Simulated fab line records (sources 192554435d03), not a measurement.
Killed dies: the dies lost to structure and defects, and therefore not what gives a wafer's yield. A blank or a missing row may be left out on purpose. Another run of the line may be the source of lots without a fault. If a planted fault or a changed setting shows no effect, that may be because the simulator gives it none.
fab line records | flow n5-finfet | part 1 of 2: steps 1 to 24 of 36
[record] lots = 5 | wafers = 15 | last-day = 21
route steps=1938 shown SD_EPI_N@289 SD_EPI_P@295
lots that met no fault: taken from a fault-free run of the same line
start-h: the number of hours between the record's first day and the start of the first shown wafer of the lot | wait-h: hours from the lot's prior step to this one | " as in the row above | L1.1+2: a row that stands for several wafers | - no value, or no start was given | * or withheld: withheld | < > ~ a bound
route shown NAME@n: names a module that has steps shown in the file, with the first one's number in the route | usual: mean/standard deviation taken from wafers without a fault | same: alike in all rows | chamber/n: place in a boat | sites: the reading at each site | _std_site: the standard deviation of these | _edge_site: mean of outer sites minus mean of inner sites | radius-mm: how far each site lies from the wafer's centre | mask NAME#n: copy n | behind: the most recent tool/chamber to have shaped the wafer | hold: cause of the lot's hold/its duration in hours/its outcome | device: transistor that didn't switch, given as n, p or np | end of line: tests of these same wafers at the route's end | step lacking rows: just its recipe | killed: the dies lost at the first sort to structure and to defects; this is not the yield of the wafer | map: a wafer's dies, marking killed ones x, the rest . and places with no die _
set.NAME: the setting as run; set.NAME@STEP: as run at that earlier step | model.NAME: the simulator's own value behind a step, which no gauge read
lots at some steps of the route; a table a step, a row a wafer
services: the hour from which a tool's chamber was out of use, counted from the record's first day as start-h (under 0 if before that day), plus the number of hours and why
[[steps]]
[step N5_SD_EPI_N_EPI_MEAS_23]
[recipe] mode = xrd
[usual] thk-nm = 58.9/1
lot.wafer | tool          | chamber | start-h | wait-h | thk-nm
L076.2    | film-metro-01 | -       | 65.44   | 1.2    | 59.9
L076.3    | "             | -       | "       | "      | 60.5
L076.5    | "             | -       | "       | "      | 58.8
L082.1    | film-metro-01 | -       | 105.24  | 1.4    | 60.9
L082.3    | "             | -       | "       | "      | 59.4
L082.4    | "             | -       | "       | "      | 58.6
L093.2    | film-metro-02 | -       | 165.01  | 1.2    | 57.8
L093.3    | "             | -       | "       | "      | 60.0
L093.4    | "             | -       | "       | "      | 59.1
L095.1    | film-metro-01 | -       | 179.32  | 1.4    | 58.9
L095.4    | "             | -       | "       | "      | 61.5
L095.6    | "             | -       | "       | "      | 59.8
L096.1    | film-metro-01 | -       | 184.58  | 1.4    | 57.9
L096.5    | "             | -       | "       | "      | 59.4
L096.6    | "             | -       | "       | "      | 58.6
[step N5_SD_EPI_N_PRECLEAN_24]
[recipe] chemistry = O3/DIW | time-s = 60 | temp-c = 22 | o3-ppm = 10
[usual] o3-ppm = 9.99/0.1
lot.wafer | tool         | chamber | start-h | wait-h | o3-ppm
L076.2    | wet-bench-02 | 7       | 65.47   | 0.0    | 10.07
L076.3    | "            | 6       | "       | "      | 9.94
L076.5    | "            | 2       | "       | "      | 9.87
L082.1    | wet-bench-02 | 0       | 105.28  | 0.0    | 9.82
L082.3    | "            | 1       | "       | "      | 9.92
L082.4    | "            | 3       | "       | "      | 9.86
L093.2    | wet-bench-02 | 5       | 165.05  | 0.0    | 10.03
L093.3    | "            | 1       | "       | "      | 10.10
L093.4    | "            | 2       | "       | "      | 9.95
L095.1    | wet-bench-06 | 7       | 179.41  | 0.1    | 9.99
L095.4    | "            | 1       | "       | "      | 10.08
L095.6    | "            | 4       | "       | "      | 9.78
L096.1    | wet-bench-05 | 1       | 184.61  | 0.0    | 9.97
L096.5    | "            | 0       | "       | "      | 9.93
L096.6    | "            | 7       | "       | "      | 10.09
[step N5_SD_EPI_N_SRD_25]
[recipe] time-s = 30 | temp-c = 23 | rinse-liquid = diw | dry = ipa-marangoni
lot.wafer  | tool         | chamber | start-h | wait-h
L076.2+3+5 | wet-bench-02 | 7,6,2   | 65.49   | 0.0
L082.1+3+4 | wet-bench-02 | 0,1,3   | 105.30  | 0.0
L093.2+3+4 | wet-bench-02 | 5,1,2   | 165.09  | 0.0
L095.1+4+6 | wet-bench-06 | 7,1,4   | 179.43  | 0.0
L096.1+5+6 | wet-bench-05 | 1,0,7   | 184.63  | 0.0
[step N5_SD_EPI_N_PRECLEAN_49]
[recipe] chemistry = NF3:NH3 | afs-cycles = 1 | temp-c = 30 | time-s = 20 | sublimation-temp-c = 180 | sublimation-time-s = 60 | pressure-torr = 3 | rf-power-w = 30
lot.wafer  | tool             | chamber | start-h | wait-h
L076.2+3+5 | remote-plasma-01 | 0       | 65.57   | 0.1
L082.1+3+4 | remote-plasma-02 | 1       | 105.35  | 0.0
L093.2+3+4 | remote-plasma-02 | 1       | 165.18  | 0.1
L095.1+4+6 | remote-plasma-02 | 1       | 179.47  | 0.0
L096.1+5+6 | remote-plasma-02 | 1       | 184.68  | 0.0
[step N5_SD_EPI_N_LINER_46]
[recipe] material = SiNx | target-thk-a = 30 | temp-c = 400 | ald-precursor-family = SiH2I2 | ald-co-reactant = N2/H2-plasma | pressure-torr = 2
[usual] heater-power-w = 810/84
lot.wafer | tool       | chamber | start-h | wait-h | heater-power-w
L076.2    | ald-sin-01 | 2       | 65.90   | 0.3    | 789
L076.3    | "          | 1       | "       | "      | 992
L076.5    | "          | 0       | "       | "      | 824
L082.1    | ald-sin-04 | 0       | 105.55  | 0.2    | 812
L082.3    | "          | 1       | "       | "      | 687
L082.4    | "          | 2       | "       | "      | 846
L093.2    | ald-sin-03 | 2       | 165.35  | 0.1    | 975
L093.3    | "          | 0       | "       | "      | 643
L093.4    | "          | 3       | "       | "      | 851
L095.1    | ald-sin-04 | 0       | 179.67  | 0.2    | 813
L095.4    | "          | 2       | "       | "      | 837
L095.6    | "          | 3       | "       | "      | 761
L096.1    | ald-sin-01 | 2       | 184.91  | 0.2    | 772
L096.5    | "          | 2       | "       | "      | 793
L096.6    | "          | 3       | "       | "      | 774
[step N5_SD_EPI_N_INSPECT_26]
[recipe] inspect-instrument = darkfield | mode = post-epi
[usual] raw-defect-count = 196/39
lot.wafer | tool              | chamber | start-h | wait-h | raw-defect-count
L076.2    | defect-inspect-01 | -       | 66.15   | 0.1    | 233
L076.3    | "                 | -       | "       | "      | 183
L076.5    | "                 | -       | "       | "      | 249
L082.1    | defect-inspect-01 | -       | 105.80  | 0.1    | 172
L082.3    | "                 | -       | "       | "      | 183
L082.4    | "                 | -       | "       | "      | 138
L093.2    | defect-inspect-01 | -       | 165.60  | 0.1    | 175
L093.3    | "                 | -       | "       | "      | 173
L093.4    | "                 | -       | "       | "      | 174
L095.1    | defect-inspect-02 | -       | 179.92  | 0.1    | 205
L095.4    | "                 | -       | "       | "      | 240
L095.6    | "                 | -       | "       | "      | 128
L096.1    | defect-inspect-01 | -       | 185.16  | 0.1    | 279
L096.5    | "                 | -       | "       | "      | 267
L096.6    | "                 | -       | "       | "      | 169
[step N5_SD_EPI_P_COAT_34]
[recipe] resist = SOC | temp-c = 250 | time-s = 60 | spin-rpm = 1500 | resist-thk-nm = 350
lot.wafer  | tool           | chamber | start-h | wait-h
L076.2+3+5 | litho-track-04 | 0       | 66.18   | 0.0
L082.1+3+4 | litho-track-05 | 0       | 105.83  | 0.0
L093.2+3+4 | litho-track-05 | 0       | 165.63  | 0.0
L095.1+4+6 | litho-track-03 | 0       | 179.95  | 0.0
L096.1+5+6 | litho-track-05 | 0       | 185.19  | 0.0
[step N5_SD_EPI_P_COAT_35]
[recipe] resist = SiARC | temp-c = 220 | time-s = 60 | spin-rpm = 1500 | resist-thk-nm = 35
lot.wafer  | tool           | chamber | start-h | wait-h
L076.2+3+5 | litho-track-04 | 0       | -       | -
L082.1+3+4 | litho-track-05 | 0       | -       | -
L093.2+3+4 | litho-track-05 | 0       | -       | -
L095.1+4+6 | litho-track-03 | 0       | -       | -
L096.1+5+6 | litho-track-05 | 0       | -       | -
[step N5_SD_EPI_P_COAT_03]
[recipe] resist = CAR-ArF-block | spin-rpm = 1500 | resist-thk-nm = 150
lot.wafer  | tool           | chamber | start-h | wait-h
L076.2+3+5 | litho-track-04 | 0       | -       | -
L082.1+3+4 | litho-track-05 | 0       | -       | -
L093.2+3+4 | litho-track-05 | 0       | -       | -
L095.1+4+6 | litho-track-03 | 0       | -       | -
L096.1+5+6 | litho-track-05 | 0       | -       | -
[step N5_SD_EPI_P_EBR_05]
[recipe] solvent = PGMEA | ebr-width-mm = 1.5
lot.wafer  | tool           | chamber | start-h | wait-h
L076.2+3+5 | litho-track-04 | 0       | -       | -
L082.1+3+4 | litho-track-05 | 0       | -       | -
L093.2+3+4 | litho-track-05 | 0       | -       | -
L095.1+4+6 | litho-track-03 | 0       | -       | -
L096.1+5+6 | litho-track-05 | 0       | -       | -
[step N5_SD_EPI_P_SOFTBAKE_04]
[recipe] temp-c = 110 | time-s = 60 | resist = CAR-ArF-block
lot.wafer  | tool           | chamber | start-h | wait-h
L076.2+3+5 | litho-track-04 | 0       | -       | -
L082.1+3+4 | litho-track-05 | 0       | -       | -
L093.2+3+4 | litho-track-05 | 0       | -       | -
L095.1+4+6 | litho-track-03 | 0       | -       | -
L096.1+5+6 | litho-track-05 | 0       | -       | -
[step N5_SD_EPI_P_EXPOSE_06]
[recipe] mask-id = SD_P_BLK | na = 1.35 | source-shape = conventional | sigma-outer = 0.8 | polarization = unpolarized | target-cd-nm = 240 | dose-mj = 39.5
lot.wafer  | tool            | chamber | start-h | wait-h | mask
L076.2+3+5 | arfi-scanner-03 | 0       | 66.31   | -      | SD_P_BLK#0
L082.1+3+4 | arfi-scanner-02 | 0       | 106.07  | -      | SD_P_BLK#0
L093.2+3+4 | arfi-scanner-01 | 0       | 165.88  | -      | SD_P_BLK#0
L095.1+4+6 | arfi-scanner-01 | 0       | 180.20  | -      | SD_P_BLK#0
L096.1+5+6 | arfi-scanner-02 | 0       | 185.43  | -      | SD_P_BLK#0
[step N5_SD_EPI_P_PEB_07]
[recipe] peb-temp-c = 110 | peb-time-s = 60 | resist = CAR-ArF-block
lot.wafer  | tool           | chamber | start-h | wait-h
L076.2+3+5 | litho-track-04 | 0       | 66.36   | 0.0
L082.1+3+4 | litho-track-04 | 0       | 106.13  | 0.1
L093.2+3+4 | litho-track-03 | 0       | 165.93  | 0.0
L095.1+4+6 | litho-track-04 | 0       | 180.25  | 0.1
L096.1+5+6 | litho-track-03 | 0       | 185.49  | 0.1
[step N5_SD_EPI_P_DEVELOP_08]
[recipe] develop-time-s = 30 | developer = TMAH | resist = CAR-ArF-block | dev-temp-c = 23 | rinse-liquid = diw | dry = air-spin
lot.wafer  | tool           | chamber | start-h | wait-h
L076.2+3+5 | litho-track-04 | 0       | -       | -
L082.1+3+4 | litho-track-04 | 0       | -       | -
L093.2+3+4 | litho-track-03 | 0       | -       | -
L095.1+4+6 | litho-track-04 | 0       | -       | -
L096.1+5+6 | litho-track-03 | 0       | -       | -
[step N5_SD_EPI_P_CD_MEAS_09]
[recipe] target-cd-nm = 240 | landing-energy-ev = 500 | detector = se-inlens
[usual] cd-nm = 239.9/1.1
lot.wafer | tool      | chamber | start-h | wait-h | cd-nm
L076.2    | cd-sem-02 | 0       | 66.43   | -      | 242.1
L076.3    | "         | 0       | "       | "      | 241.5
L076.5    | "         | 0       | "       | "      | 241.0
L082.1    | cd-sem-03 | 0       | 106.20  | -      | 241.4
L082.3    | "         | 0       | "       | "      | 239.1
L082.4    | "         | 0       | "       | "      | 239.8
L093.2    | cd-sem-03 | 0       | 166.00  | -      | 239.1
L093.3    | "         | 0       | "       | "      | 237.9
L093.4    | "         | 0       | "       | "      | 238.4
L095.1    | cd-sem-02 | 0       | 180.32  | -      | 241.2
L095.4    | "         | 0       | "       | "      | 240.9
L095.6    | "         | 0       | "       | "      | 239.7
L096.1    | cd-sem-01 | 0       | 185.56  | -      | 238.8
L096.5    | "         | 0       | "       | "      | 239.1
L096.6    | "         | 0       | "       | "      | 239.9
[step N5_SD_EPI_P_OVL_MEAS_10]
[recipe] points-per-wafer = 44
[usual] SD_P_BLK_OVL = 0.0/0.77
lot.wafer | tool       | chamber | start-h | wait-h | SD_P_BLK_OVL[nm]
L076.2    | overlay-02 | 0       | 66.46   | 0.0    | 0.9
L076.3    | "          | 0       | "       | "      | 0.9
L076.5    | "          | 0       | "       | "      | 1.1
L082.1    | overlay-02 | 0       | 106.23  | 0.0    | -0.4
L082.3    | "          | 0       | "       | "      | -0.3
L082.4    | "          | 0       | "       | "      | 0.4
L093.2    | overlay-01 | 0       | 166.03  | 0.0    | -1.1
L093.3    | "          | 0       | "       | "      | -0.6
L093.4    | "          | 0       | "       | "      | -0.4
L095.1    | overlay-01 | 0       | 180.35  | 0.0    | -1.3
L095.4    | "          | 0       | "       | "      | -0.9
L095.6    | "          | 0       | "       | "      | -0.7
L096.1    | overlay-01 | 0       | 185.59  | 0.0    | -1.1
L096.5    | "          | 0       | "       | "      | -0.5
L096.6    | "          | 0       | "       | "      | 0.8
[step N5_SD_EPI_P_INSPECT_11]
[recipe] mode = adi | inspect-instrument = macro
[usual] raw-defect-count = 1.9/1.4
lot.wafer | tool              | chamber | start-h | wait-h | raw-defect-count
L076.2    | defect-inspect-01 | -       | 66.48   | 0.0    | 3
L076.3    | "                 | -       | "       | "      | 1
L076.5    | "                 | -       | "       | "      | 2
L082.1    | defect-inspect-01 | -       | 106.25  | 0.0    | 4
L082.3    | "                 | -       | "       | "      | 0
L082.4    | "                 | -       | "       | "      | 2
L093.2    | defect-inspect-01 | -       | 166.05  | 0.0    | 2
L093.3    | "                 | -       | "       | "      | 2
L093.4    | "                 | -       | "       | "      | 1
L095.1    | defect-inspect-02 | -       | 180.38  | 0.0    | 0
L095.4    | "                 | -       | "       | "      | 1
L095.6    | "                 | -       | "       | "      | 1
L096.1    | defect-inspect-02 | -       | 185.61  | 0.0    | 0
L096.5    | "                 | -       | "       | "      | 1
L096.6    | "                 | -       | "       | "      | 2
[step N5_SD_EPI_P_DESCUM_14]
[recipe] chemistry = O2 | time-s = 7.9 | source-power-w = 50 | bias-power-w = 20 | pressure-mtorr = 20 | rf-frequency-hz = 2.712e+07 | temp-c = 40 | resist = CAR-ArF-block | o2-flow-sccm = 225
[usual] bias-power-w = 19.99/0.062 | drypump-motor-current-A = 5.7/0.37 | oes-product-au = 0.81/0.093 | rf-vpp-V = 243.6/1.6 | showerhead-plenum-p-Torr = 2.13/0.08 | throttle-valve-pct = 20.4/0.35
lot.wafer | tool        | chamber | start-h | wait-h | bias-power-w | drypump-motor-current-A | oes-product-au | rf-hours-counter-h | rf-vpp-V | showerhead-plenum-p-Torr | throttle-valve-pct
L076.2    | rie-diel-06 | 1       | 66.51   | 0.0    | 20.07        | 5.5                     | 0.70           | 200                | 244.2    | 2.16                     | 20.5
L076.3    | "           | 3       | "       | "      | 20.07        | 5.4                     | 0.97           | 6                  | 241.9    | 2.02                     | 20.0
L076.5    | "           | 1       | "       | "      | 20.04        | 5.4                     | 0.69           | -                  | 243.4    | 2.16                     | 20.5
L082.1    | rie-diel-06 | 3       | 106.29  | 0.0    | 20.13        | 5.4                     | 0.94           | 14                 | 242.1    | 2.02                     | 20.1
L082.3    | "           | 1       | "       | "      | 19.90        | 5.5                     | 0.69           | 209                | 244.2    | 2.16                     | 20.5
L082.4    | "           | 2       | "       | "      | 19.99        | 5.2                     | 0.94           | 6                  | 243.7    | 2.12                     | 19.8
L093.2    | rie-diel-03 | 3       | 166.09  | 0.0    | 20.02        | 5.2                     | 0.92           | 24                 | 246.2    | 2.20                     | 20.0
L093.3    | "           | 0       | "       | "      | 19.99        | 6.2                     | 0.83           | 109                | 243.5    | 2.13                     | 20.2
L093.4    | "           | 1       | "       | "      | 19.89        | 5.7                     | 0.72           | 212                | 242.9    | 2.18                     | 21.1
L095.1    | rie-diel-02 | 3       | 180.41  | 0.0    | 19.97        | 5.9                     | 0.75           | 165                | 244.2    | 2.20                     | 20.6
L095.4    | "           | 0       | "       | "      | 19.95        | 5.8                     | 0.67           | 236                | 243.0    | 2.08                     | 20.8
L095.6    | "           | 2       | "       | "      | 19.86        | 5.7                     | 0.77           | -                  | 241.6    | 1.93                     | 20.5
L096.1    | rie-diel-02 | 3       | 185.64  | 0.0    | 20.04        | 5.9                     | 0.75           | 166                | 244.4    | 2.20                     | 20.6
L096.5    | "           | 2       | "       | "      | 20.04        | 5.6                     | 0.78           | -                  | 239.9    | 1.93                     | 20.5
L096.6    | "           | 3       | "       | "      | 20.00        | 5.8                     | 0.74           | -                  | 242.6    | 2.20                     | 20.6
[step N5_SD_EPI_P_ETCH_36]
[recipe] chemistry = CF4 | target = SiARC | target-depth-a = 455 | mask-material = CAR-ArF-block | time-s = 75.8 | ion-energy-ev = 80 | pressure-mtorr = 40 | source-w = 545 | bias-w = 36 | Ar_flow_sccm = 100 | cf4-flow-sccm = 100 | ends = cleared
[usual] drypump-motor-current-A = 5.7/0.36 | etch-rf-on-time-s = 74.3/2.5 | oes-product-au = 0.70/0.082 | rf-vpp-V = 184.4/1.3 | showerhead-plenum-p-Torr = 2.17/0.076 | throttle-valve-pct = 15.51/0.25
lot.wafer | tool        | chamber | start-h | wait-h | drypump-motor-current-A | etch-rf-on-time-s | oes-product-au | rf-hours-counter-h | rf-vpp-V | showerhead-plenum-p-Torr | throttle-valve-pct
L076.2    | rie-diel-06 | 1       | 66.55   | 0.0    | 5.5                     | 76.0              | 0.60           | 200                | 183.4    | 2.18                     | 15.59
L076.3    | "           | 3       | "       | "      | 5.4                     | 75.9              | 0.81           | 6                  | 183.7    | 2.11                     | 15.46
L076.5    | "           | 1       | "       | "      | 5.5                     | 76.4              | 0.60           | -                  | 185.6    | 2.18                     | 15.56
L082.1    | rie-diel-06 | 3       | 106.32  | 0.0    | 5.4                     | 77.3              | 0.78           | 14                 | 184.7    | 2.10                     | 15.49
L082.3    | "           | 1       | "       | "      | 5.5                     | 77.1              | 0.60           | 209                | 185.3    | 2.18                     | 15.60
L082.4    | "           | 2       | "       | "      | 5.2                     | 77.1              | 0.80           | 6                  | 185.2    | 2.20                     | 15.17
L093.2    | rie-diel-03 | 3       | 166.12  | 0.0    | 5.2                     | 73.3              | 0.80           | 24                 | 184.3    | 2.28                     | 15.48
L093.3    | "           | 0       | "       | "      | 6.1                     | 66.6              | 0.73           | 109                | 184.8    | 2.14                     | 15.22
L093.4    | "           | 1       | "       | "      | 5.8                     | 73.8              | 0.61           | 212                | 185.4    | 2.19                     | 16.04
L095.1    | rie-diel-02 | 3       | 180.45  | 0.0    | 5.9                     | 75.8              | 0.63           | 165                | 184.8    | 2.20                     | 15.47
L095.4    | "           | 0       | "       | "      | 5.7                     | 76.2              | 0.57           | 236                | 184.3    | 2.12                     | 15.94
L095.6    | "           | 2       | "       | "      | 5.7                     | 74.3              | 0.67           | -                  | 182.5    | 1.98                     | 15.59
L096.1    | rie-diel-02 | 3       | 185.68  | 0.0    | 5.9                     | 75.4              | 0.65           | 166                | 187.1    | 2.20                     | 15.48
L096.5    | "           | 2       | "       | "      | 5.6                     | 74.5              | 0.67           | -                  | 181.5    | 1.98                     | 15.59
L096.6    | "           | 3       | "       | "      | 5.9                     | 75.5              | 0.63           | -                  | 185.1    | 2.20                     | 15.48
[step N5_SD_EPI_P_ETCH_37]
[recipe] chemistry = N2/H2 | target = SOC | overetch-a = 1080 | mask-material = SiARC | temp-c = 40 | ion-energy-ev = 100 | source-w = 3000 | bias-w = 133 | pressure-mtorr = 20 | time-s = 486 | n2-flow-sccm = 200 | h2-flow-sccm = 200 | ends = end-point
[usual] drypump-motor-current-A = 5.7/0.37 | oes-product-au = 0.72/0.08 | rf-vpp-V = 241.2/1.5 | showerhead-plenum-p-Torr = 2.58/0.11 | throttle-valve-pct = 23.8/0.45
lot.wafer | tool        | chamber | start-h | wait-h | drypump-motor-current-A | oes-product-au | rf-hours-counter-h | rf-vpp-V | showerhead-plenum-p-Torr | throttle-valve-pct
L076.2    | rie-diel-06 | 1       | 66.61   | 0.0    | 5.5                     | 0.63           | 201                | 242.5    | 2.61                     | 23.7
L076.3    | "           | 3       | "       | "      | 5.5                     | 0.86           | 6                  | 240.2    | 2.47                     | 23.2
L076.5    | "           | 1       | "       | "      | 5.5                     | 0.63           | -                  | 243.3    | 2.61                     | 23.8
L082.1    | rie-diel-06 | 3       | 106.38  | 0.0    | 5.4                     | 0.83           | 15                 | 240.3    | 2.47                     | 23.2
L082.3    | "           | 1       | "       | "      | 5.5                     | 0.63           | 210                | 241.6    | 2.61                     | 23.8
L082.4    | "           | 2       | "       | "      | 5.2                     | 0.84           | 6                  | 242.2    | 2.61                     | 23.4
L093.2    | rie-diel-03 | 3       | 166.18  | 0.0    | 5.2                     | 0.82           | 24                 | 245.0    | 2.71                     | 23.9
L093.3    | "           | 0       | "       | "      | 6.2                     | 0.71           | 109                | 240.2    | 2.56                     | 23.3
L093.4    | "           | 1       | "       | "      | 5.8                     | 0.63           | 212                | 242.9    | 2.60                     | 24.4
L095.1    | rie-diel-02 | 3       | 180.50  | 0.0    | 5.9                     | 0.67           | 165                | 241.8    | 2.64                     | 23.8
L095.4    | "           | 0       | "       | "      | 5.8                     | 0.61           | 236                | 239.4    | 2.53                     | 24.7
L095.6    | "           | 2       | "       | "      | 5.7                     | 0.69           | -                  | 238.3    | 2.32                     | 23.6
L096.1    | rie-diel-02 | 3       | 185.74  | 0.0    | 5.9                     | 0.67           | 167                | 241.4    | 2.64                     | 23.9
L096.5    | "           | 2       | "       | "      | 5.7                     | 0.69           | -                  | 237.4    | 2.32                     | 23.6
L096.6    | "           | 3       | "       | "      | 5.9                     | 0.67           | -                  | 240.3    | 2.64                     | 23.9
[step N5_SD_EPI_P_STRIP_38]
[recipe] chemistry = N2/H2 | temp-c = 40 | n2-flow-sccm = 200 | h2-flow-sccm = 200 | rf-frequency-hz = 6e+07
lot.wafer  | tool        | chamber | start-h | wait-h
L076.2+3+5 | rie-diel-06 | 1,3,1   | 66.92   | 0.2
L082.1+3+4 | rie-diel-06 | 3,1,2   | 106.69  | 0.2
L093.2+3+4 | rie-diel-03 | 3,0,1   | 166.49  | 0.2
L095.1+4+6 | rie-diel-02 | 3,0,2   | 180.82  | 0.2
L096.1+5+6 | rie-diel-02 | 3,2,3   | 186.05  | 0.2
[step N5_SD_EPI_P_ETCHBACK_46]
[recipe] chemistry = CH3F/O2 | mode = anisotropic-etchback | target = SiNx | target-depth-a = 175 | stop-on = SiO2 | over-etch-frac = 0.3 | ion-energy-ev = 120 | pressure-mtorr = 30 | source-w = 395 | bias-w = 73 | Ar_flow_sccm = 150 | CH3F_flow_sccm = 30 | O2_flow_sccm = 20
[usual] drypump-motor-current-A = 5.7/0.36 | oes-product-au = 0.69/0.077 | rf-vpp-V = 296/5.4 | showerhead-plenum-p-Torr = 2.03/0.072 | throttle-valve-pct = 16.27/0.28
lot.wafer | tool        | chamber | start-h | wait-h | drypump-motor-current-A | oes-product-au | rf-hours-counter-h | rf-vpp-V | showerhead-plenum-p-Torr | throttle-valve-pct
L076.2    | rie-diel-06 | 1       | 66.93   | 0.0    | 5.5                     | 0.60           | 201                | 295      | 2.05                     | 16.39
L076.3    | "           | 3       | "       | "      | 5.4                     | 0.82           | 6                  | 303      | 1.96                     | 16.18
L076.5    | "           | 1       | "       | "      | 5.5                     | 0.60           | -                  | 294      | 2.05                     | 16.39
L082.1    | rie-diel-06 | 3       | 106.70  | 0.0    | 5.4                     | 0.79           | 15                 | 303      | 1.96                     | 16.19
L082.3    | "           | 1       | "       | "      | 5.5                     | 0.60           | 210                | 296      | 2.05                     | 16.41
L082.4    | "           | 2       | "       | "      | 5.2                     | 0.80           | 6                  | 284      | 2.07                     | 15.96
L093.2    | rie-diel-03 | 3       | 166.50  | 0.0    | 5.2                     | 0.79           | 24                 | 292      | 2.14                     | 16.20
L093.3    | "           | 0       | "       | "      | 6.1                     | 0.68           | 110                | 304      | 2.00                     | 15.95
L093.4    | "           | 1       | "       | "      | 5.7                     | 0.61           | 212                | 294      | 2.05                     | 16.81
L095.1    | rie-diel-02 | 3       | 180.83  | 0.0    | 5.8                     | 0.64           | 166                | 304      | 2.07                     | 16.27
L095.4    | "           | 0       | "       | "      | 5.8                     | 0.58           | 236                | 290      | 1.99                     | 16.73
L095.6    | "           | 2       | "       | "      | 5.7                     | 0.67           | -                  | 290      | 1.86                     | 16.43
L096.1    | rie-diel-02 | 3       | 186.06  | 0.0    | 5.9                     | 0.64           | 167                | 305      | 2.06                     | 16.26
L096.5    | "           | 2       | "       | "      | 5.6                     | 0.67           | -                  | 292      | 1.86                     | 16.43
L096.6    | "           | 3       | "       | "      | 5.9                     | 0.64           | -                  | 304      | 2.06                     | 16.27
[step N5_SD_EPI_P_ETCH_47]
[recipe] chemistry = CH3F/O2 | target = SiOCN | target-depth-a = 250 | mask-material = SOC | ion-energy-ev = 60 | bias-w = 29 | pressure-mtorr = 30 | source-w = 410 | Ar_flow_sccm = 150 | CH3F_flow_sccm = 30 | O2_flow_sccm = 20
[usual] drypump-motor-current-A = 5.7/0.36 | oes-product-au = 0.81/0.095 | rf-vpp-V = 126.9/2.3 | showerhead-plenum-p-Torr = 2.03/0.072 | throttle-valve-pct = 16.25/0.28
lot.wafer | tool        | chamber | start-h | wait-h | drypump-motor-current-A | oes-product-au | rf-hours-counter-h | rf-vpp-V | showerhead-plenum-p-Torr | throttle-valve-pct
L076.2    | rie-diel-06 | 1       | 67.03   | 0.1    | 5.5                     | 0.70           | 201                | 127.3    | 2.05                     | 16.36
L076.3    | "           | 3       | "       | "      | 5.4                     | 0.95           | 6                  | 128.6    | 1.96                     | 16.17
L076.5    | "           | 1       | "       | "      | 5.5                     | 0.70           | -                  | 126.5    | 2.05                     | 16.35
L082.1    | rie-diel-06 | 3       | 106.80  | 0.1    | 5.4                     | 0.93           | 15                 | 129.8    | 1.96                     | 16.18
L082.3    | "           | 1       | "       | "      | 5.5                     | 0.69           | 210                | 127.1    | 2.05                     | 16.38
L082.4    | "           | 2       | "       | "      | 5.2                     | 0.93           | 6                  | 122.0    | 2.07                     | 15.93
L093.2    | rie-diel-03 | 3       | 166.60  | 0.1    | 5.2                     | 0.93           | 24                 | 125.0    | 2.14                     | 16.20
L093.3    | "           | 0       | "       | "      | 6.1                     | 0.85           | 110                | 129.9    | 2.00                     | 15.91
L093.4    | "           | 1       | "       | "      | 5.8                     | 0.71           | 212                | 126.9    | 2.05                     | 16.78
L095.1    | rie-diel-02 | 3       | 180.93  | 0.1    | 5.9                     | 0.74           | 166                | 130.1    | 2.07                     | 16.22
L095.4    | "           | 0       | "       | "      | 5.8                     | 0.67           | 236                | 124.6    | 1.99                     | 16.71
L095.6    | "           | 2       | "       | "      | 5.7                     | 0.78           | -                  | 124.5    | 1.86                     | 16.40
L096.1    | rie-diel-02 | 3       | 186.16  | 0.1    | 5.8                     | 0.75           | 167                | 128.9    | 2.06                     | 16.25
L096.5    | "           | 2       | "       | "      | 5.7                     | 0.78           | -                  | 125.4    | 1.86                     | 16.41
L096.6    | "           | 3       | "       | "      | 5.9                     | 0.75           | -                  | 129.2    | 2.06                     | 16.24
[step N5_SD_EPI_P_ETCH_16]
[recipe] chemistry = CHF3/O2 | target = SiO2 | target-depth-a = 50 | mask-material = SOC | pressure-mtorr = 30 | source-w = 650 | bias-w = 170 | Ar_flow_sccm = 200 | CHF3_flow_sccm = 50 | O2_flow_sccm = 5 | ion-energy-ev = 200
[usual] drypump-motor-current-A = 5.7/0.37 | oes-product-au = 0.81/0.094 | rf-vpp-V = 521/9.7 | showerhead-plenum-p-Torr = 2.44/0.083 | throttle-valve-pct = 18.82/0.27
lot.wafer | tool        | chamber | start-h | wait-h | drypump-motor-current-A | oes-product-au | rf-hours-counter-h | rf-vpp-V | showerhead-plenum-p-Torr | throttle-valve-pct
L076.2    | rie-diel-06 | 1       | 67.13   | 0.1    | 5.5                     | 0.70           | 201                | 520      | 2.47                     | 18.94
L076.3    | "           | 3       | "       | "      | 5.4                     | 0.96           | 6                  | 535      | 2.37                     | 18.80
L076.5    | "           | 1       | "       | "      | 5.5                     | 0.70           | -                  | 521      | 2.47                     | 18.94
L082.1    | rie-diel-06 | 3       | 106.90  | 0.1    | 5.4                     | 0.92           | 15                 | 535      | 2.37                     | 18.81
L082.3    | "           | 1       | "       | "      | 5.5                     | 0.69           | 210                | 521      | 2.47                     | 18.97
L082.4    | "           | 2       | "       | "      | 5.2                     | 0.92           | 6                  | 499      | 2.48                     | 18.49
L093.2    | rie-diel-03 | 3       | 166.70  | 0.1    | 5.2                     | 0.93           | 24                 | 516      | 2.57                     | 18.77
L093.3    | "           | 0       | "       | "      | 6.1                     | 0.84           | 110                | 536      | 2.41                     | 18.46
L093.4    | "           | 1       | "       | "      | 5.8                     | 0.71           | 212                | 518      | 2.46                     | 19.31
L095.1    | rie-diel-02 | 3       | 181.03  | 0.1    | 5.8                     | 0.74           | 166                | 536      | 2.48                     | 18.77
L095.4    | "           | 0       | "       | "      | 5.8                     | 0.67           | 236                | 511      | 2.40                     | 19.25
L095.6    | "           | 2       | "       | "      | 5.6                     | 0.78           | -                  | 514      | 2.24                     | 19.01
L096.1    | rie-diel-02 | 3       | 186.26  | 0.1    | 5.9                     | 0.74           | 167                | 535      | 2.48                     | 18.81
L096.5    | "           | 2       | "       | "      | 5.7                     | 0.78           | -                  | 514      | 2.24                     | 19.03
L096.6    | "           | 3       | "       | "      | 5.9                     | 0.75           | -                  | 535      | 2.48                     | 18.79
